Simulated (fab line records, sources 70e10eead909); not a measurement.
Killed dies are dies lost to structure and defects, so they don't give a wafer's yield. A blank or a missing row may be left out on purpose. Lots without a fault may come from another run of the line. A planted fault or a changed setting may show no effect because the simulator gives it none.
Problem report in the 8D (eight disciplines) form, filled by code | flow nand_harc | the parts of the form that need people (team, actions taken, sign-off) are left out

1. THE PROBLEM
thk_nm at NHARC_A_ONON_D1_THK_MEAS_14 reads a mean of 694 nm on 4 wafers of 2 lots; wafers without a fault read 1002 nm with a standard deviation of 8.4. That is -37 standard deviations from the usual mean.
The step: measures by ellipsometry.
First seen on wafer L748.2, day 14 23:25, on film_metro-01. The record holds 18 wafers of 6 lots with a number at this step. Rule for "out", or "out of limits": more than 4 standard deviations from the usual mean. The other wafers with a number count as sound.

2. WHAT IT IS AND WHAT IT IS NOT
question                    | is                             | is not
which readings at this step | thk_nm                         | -
which lots                  | L748, L749                     | L732, L734, L747, L752
which wafers of those lots  | L748.2, L748.5, L749.2, L749.5 | L748.6, L749.6
read on which gauges        | film_metro-01                  | film_metro-02
when                        | from day 14 23:25              | up to then (10 sound wafers); but 4 sound wafers of L749, L752 came after

3. SUSPECTS, AND WHAT RULES EACH OUT
Counting: a tool at a process step up to the reading stays a suspect if it ran every lot that is out. Sound lots after the first of them don't rule it out here, since some wafers of a struck lot are sound.
- the gauge at NHARC_A_ONON_D1_THK_MEAS_14: ruled out. All the wafers that are out were read on film_metro-01, but those of them that NHARC_END_SORT_01 has rows for are out there too, on other tools.
- pecvd_onon-02 at NHARC_A_ONON_D1_DEP_12 (target thk 1000 nm): kept. It ran every lot that is out, first L748 (day 14 22:58); its last sound lot up to then is L732 (day 8 00:39).
Left after counting: pecvd_onon-02 at NHARC_A_ONON_D1_DEP_12.

4. THE CAUSE (what the simulator had put in)
Process parameter drift: pecvd_onon-02, from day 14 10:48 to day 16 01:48, at NHARC_A_ONON_D1_DEP_12. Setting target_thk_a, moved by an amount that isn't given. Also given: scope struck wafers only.
Counting left only this tool.

5. THE CHAIN OF EFFECTS, in route order
Each row: a reading whose mean over the struck wafers that have a number lies more than 3 standard deviations from the usual. Only readings for which the record gives a usual standard deviation are gone through. hours: the time from each lot's start at the first step in this table that gives one to its start at this step, as a median over the lots. sigmas: the change in usual standard deviations.
hours | step                        | reading         | usual   | on struck wafers | change | sigmas
0     | NHARC_A_ONON_D1_THK_MEAS_14 | thk_nm          | 1002 nm | 694              | -308   | -37
395   | NHARC_END_SORT_01           | killed_at_array | 49      | 670              | +621   | +33
395   | NHARC_END_SORT_01           | killed_dies     | 54      | 677              | +623   | +33

6. WHAT WOULD HAVE CAUGHT IT SOONER
In this record the first reading out of limits at a measuring or inspecting step was taken at day 14 23:25, 13 hours after the fault began at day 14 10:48.
Of the tool readings at NHARC_A_ONON_D1_DEP_12 for which the record gives a usual standard deviation, none was out on any struck wafer, so an alarm limit of 4 standard deviations on them would not have fired.
Of the lots that are out (2), L749 began NHARC_A_ONON_D1_DEP_12 on pecvd_onon-02 after day 14 23:25. A hold on the tool at that time would have spared it.
